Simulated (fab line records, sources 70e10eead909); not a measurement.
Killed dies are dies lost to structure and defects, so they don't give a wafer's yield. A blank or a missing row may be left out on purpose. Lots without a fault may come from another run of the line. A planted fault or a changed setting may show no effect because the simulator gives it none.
A struck lot beside a sound one | flow nand_harc | 19 steps out of a route of 1159
Sound: wafers L844.2, L844.3, L844.4. Struck: wafers L855.1, L855.4, L855.6. The cause comes at the end.
At each step with rows: each side's tool, then ch and its chambers, then its first start. Under that, the readings that differ: sound wafers | struck wafers | difference of the means | sigmas: that difference in standard deviations of wafers without a fault.
alike: readings whose means differ by less than 2 such deviations, and words and numbers that are the same on both sides. not compared: withheld readings, readings that some wafer has no value for, bounds like >300 that may hide the same value, and numbers for which the record gives no deviation and whose values overlap.
The two part at a step that has a row with sigmas, a row that says differs or no value, or rows on one side only. Numbers that don't overlap but have no deviation are shown without sigmas and don't part them. A reading that every wafer of one side lacks parts them only if that side has two wafers or more.

NHARC_P_ZERO_WELL_CD_MEAS_11: target cd 500 nm.
  sound on cd_sem-01 ch 0, day 1 13:23; struck on cd_sem-03 ch 0, day 4 07:22
  alike: cd_nm
then, 1 step without rows for these wafers: NHARC_P_ZERO_WELL_HARDBAKE_12 (time 65 s).
NHARC_P_ZERO_WELL_DESCUM_13: chemistry O2, time 3 s.
  sound on rie_diel-04 ch 0,1,2, day 1 13:32; struck on rie_diel-04 ch 0,1,2, day 4 07:32
  alike: drypump_motor_current_A, oes_product_au, rf_vpp_V, showerhead_plenum_p_Torr, throttle_valve_pct
  not compared: rf_hours_counter_h
NHARC_P_ZERO_WELL_ETCH_65: etches the open film in N2/H2, target depth 80 nm, overetch 24 nm, time 87.88 s.
  sound on rie_diel-04 ch 0,1,2, day 1 13:56; struck on rie_diel-04 ch 0,1,3, day 4 07:37
  alike: drypump_motor_current_A, oes_product_au, rf_vpp_V, showerhead_plenum_p_Torr, throttle_valve_pct
  not compared: rf_hours_counter_h
NHARC_P_ZERO_WELL_ETCH_62: etches the open film in CHF3/Ar, target depth 13 nm, time 6.5 s.
  sound on rie_diel-04 ch 0,1,3; struck on rie_diel-04 ch 0,1
  alike: drypump_motor_current_A, oes_product_au, rf_vpp_V, showerhead_plenum_p_Torr, throttle_valve_pct
  not compared: rf_hours_counter_h
NHARC_P_ZERO_WELL_ETCH_63: etches the open film in HBr/Cl2, target depth 120 nm, time 40.1 s.
  sound on rie_si-01 ch 0,1,2, day 1 14:08; struck on rie_si-04 ch 1,2,3, day 4 07:47
  alike: drypump_motor_current_A, oes_product_au, throttle_valve_pct
  not compared: rf_hours_counter_h
then, 6 steps without rows for these wafers: NHARC_P_ZERO_WELL_STRIP_15 (strips in SPM, time 900 s); NHARC_P_ZERO_WELL_DEHYDRATE_16 (time 120 s); NHARC_P_ZERO_WELL_HMDS_17 (time 30 s); NHARC_P_ZERO_WELL_COAT_18; NHARC_P_ZERO_WELL_SOFTBAKE_19 (time 95 s); NHARC_P_ZERO_WELL_EBR_20.
NHARC_P_ZERO_WELL_EXPOSE_21: exposes mask P NWELL, target cd 720 nm.
  sound on krf_scanner-02 ch 0, day 1 14:53; struck on krf_scanner-03 ch 0, day 4 08:33
  reading | sound                         | struck                                 | difference | sigmas
  mask    | P_NWELL#0 P_NWELL#0 P_NWELL#0 | P_NWELL_R1#0 P_NWELL_R1#0 P_NWELL_R1#0 | differs    |
  alike: reticle_temp_C
then, 2 steps without rows for these wafers: NHARC_P_ZERO_WELL_PEB_22 (peb time 85 s); NHARC_P_ZERO_WELL_DEVELOP_23 (time 70 s).
NHARC_P_ZERO_WELL_CD_MEAS_24: target cd 720 nm.
  sound on cd_sem-03 ch 0, day 1 15:03; struck on cd_sem-03 ch 0
  reading    | sound             | struck            | difference | sigmas
  cd_nm (nm) | 717.8 718.2 717.5 | 708.1 708.3 707.2 | -10.0      | -5
  not compared: hold
NHARC_P_ZERO_WELL_DESCUM_26: chemistry O2, time 3 s.
  sound on rie_diel-07 ch 0,1,3, day 1 15:13; struck on rie_diel-11 ch 2,3, day 4 23:00
  reading                      | sound             | struck            | difference | sigmas
  model.P_ZERO_WELL.cd_nm (nm) | 718.4 719.2 717.7 | 707.8 708.1 706.9 | -10.8      |
  alike: drypump_motor_current_A, oes_product_au, rf_vpp_V, showerhead_plenum_p_Torr, throttle_valve_pct
  not compared: rf_hours_counter_h
then, 1 step without rows for these wafers: NHARC_P_ZERO_WELL_IMPLANT_27.
NHARC_END_SORT_01:
  the record has rows for the sound wafers here (prober-01 ch 0, day 19 18:46) and none for the struck ones

WHERE THEY PART
First at NHARC_P_ZERO_WELL_EXPOSE_21; last, within this record, at NHARC_END_SORT_01.

WHY: what the simulator had put in
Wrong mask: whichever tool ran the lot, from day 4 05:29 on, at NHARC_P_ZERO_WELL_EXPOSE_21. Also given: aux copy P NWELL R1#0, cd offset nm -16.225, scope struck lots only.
